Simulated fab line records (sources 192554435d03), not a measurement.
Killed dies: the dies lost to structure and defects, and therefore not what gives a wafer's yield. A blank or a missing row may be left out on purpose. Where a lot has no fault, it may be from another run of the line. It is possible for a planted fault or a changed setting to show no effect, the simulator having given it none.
Matching of chambers	flow n5_finfet	N5_BEOL_M4_STRIP_36 on rie_diel-01: 4 sister chambers
The step strips in N2/H2. 20 wafers are shown with their chamber, then 10 later ones without.

## WAFERS WITH THEIR CHAMBER
wafer	chamber	drypump_motor_current_A (A)	throttle_valve_pct (%)	showerhead_plenum_p_Torr (Torr)
L074.3	2	5.83	23.7	2.44
L074.5	3	5.53	23.3	2.39
L074.6	0	5.73	24.0	2.51
L076.1	2	5.85	23.7	2.43
L076.2	1	5.54	24.1	2.64
L076.3	3	5.53	22.9	2.71
L076.4	0	5.68	24.0	2.50
L076.5	1	5.57	24.1	2.64
L076.6	0	5.72	24.0	2.50
L077.1	1	5.54	24.0	2.64
L077.4	2	5.86	23.7	2.43
L077.5	0	5.72	24.0	2.50
L084.1	3	5.53	22.9	2.70
L084.2	0	5.68	24.0	2.50
L084.3	1	5.52	24.1	2.64
L086.1	1	5.53	24.1	2.64
L086.5	0	5.74	24.0	2.50
L086.6	1	5.55	24.1	2.64
L092.3	3	5.52	23.0	2.69
L092.4	2	5.85	23.7	2.42

SIGNATURES (means of the wafers above)
reading	chamber 0	chamber 1	chamber 2	chamber 3	scatter within a chamber
drypump_motor_current_A	5.7117	5.5417	5.8475	5.5275	0.0182
throttle_valve_pct	24.000	24.083	23.700	23.025	0.0851
showerhead_plenum_p_Torr	2.5017	2.6400	2.4300	2.6225	0.0673
Rule: for each reading, subtract the chamber's mean from the wafer's reading, divide by that reading's scatter and square the result; add these up over the readings and take the root, which gives the wafer's distance from the chamber. The wafer belongs to the nearest chamber; if the next one is less than 2 further off, it can't be placed. The scatter: take each reading less its chamber's mean, square it, sum over the shown wafers, divide by the number of wafers less the number of chambers, and take the root.

## WAFERS WITH NO CHAMBER GIVEN
wafer	drypump_motor_current_A (A)	throttle_valve_pct (%)	showerhead_plenum_p_Torr (Torr)
L092.5	5.53	23.0	2.69
L094.1	5.87	23.7	2.42
L094.4	5.53	24.1	2.63
L094.5	5.51	23.0	2.69
L095.2	5.49	24.1	2.63
L095.5	5.72	24.1	2.49
L095.6	5.49	23.0	2.69
L097.3	5.84	23.7	2.42
L097.5	5.69	24.1	2.49
L097.6	5.54	24.1	2.63

## EACH ONE'S CHAMBER
wafer	from the rows above	in truth
L092.5	3	3
L094.1	2	2
L094.4	1	1
L094.5	3	3
L095.2	1	1
L095.5	0	0
L095.6	3	3
L097.3	2	2
L097.5	0	0
L097.6	1	1
Correct placement for 10 of the 10. Not placeable from these rows: 0. Placed wrongly: 0.
